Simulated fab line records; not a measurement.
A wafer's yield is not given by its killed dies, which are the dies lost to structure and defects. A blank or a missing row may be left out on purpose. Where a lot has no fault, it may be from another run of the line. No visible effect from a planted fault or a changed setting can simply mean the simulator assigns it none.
Matching of chambers	flow n5-finfet	N5_BEOL_M4_ETCH_74 on rie-diel-01: 4 sister chambers
The step etches underlayer in N2/H2, target depth 6.5 nm, time 5.2 s. 4 wafers are shown with their chamber, then 6 later ones without.

## WAFERS, EACH WITH ITS CHAMBER
wafer	chamber	drypump-motor-current-A (A)
L367.1	3	6.4
L368.2	2	5.6
L368.4	0	6.2
L368.5	1	5.9

## WAFERS MISSING THEIR CHAMBER
wafer	drypump-motor-current-A (A)
L369.2	6.5
L369.5	6.0
L369.6	5.5
L371.2	6.5
L371.3	5.5
L371.4	6.2

## THE CHAMBER EACH PASSED THROUGH
wafer	from the rows above	in truth
L369.2	3	3
L369.5	can't be placed: 1 or 0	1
L369.6	2	2
L371.2	3	3
L371.3	2	2
L371.4	0	0
5 of 6 placed correctly. Unplaceable from these rows: 1, with the true chamber sitting among the candidates in 1. 0 placed wrongly.
How it was worked out, from the rows above alone: a wafer's distance from a chamber is the root of the sum, over the readings, of the square of ((its reading less the chamber's mean) divided by the reading's scatter). The wafer belongs to the nearest chamber; if the next one is less than 2 further off, it can't be placed. The mean given for a chamber averages the wafers shown for that chamber. The scatter (one wafer shown for each chamber): square how far every hidden wafer sits from the nearest shown wafer, average those squares and take the square root.
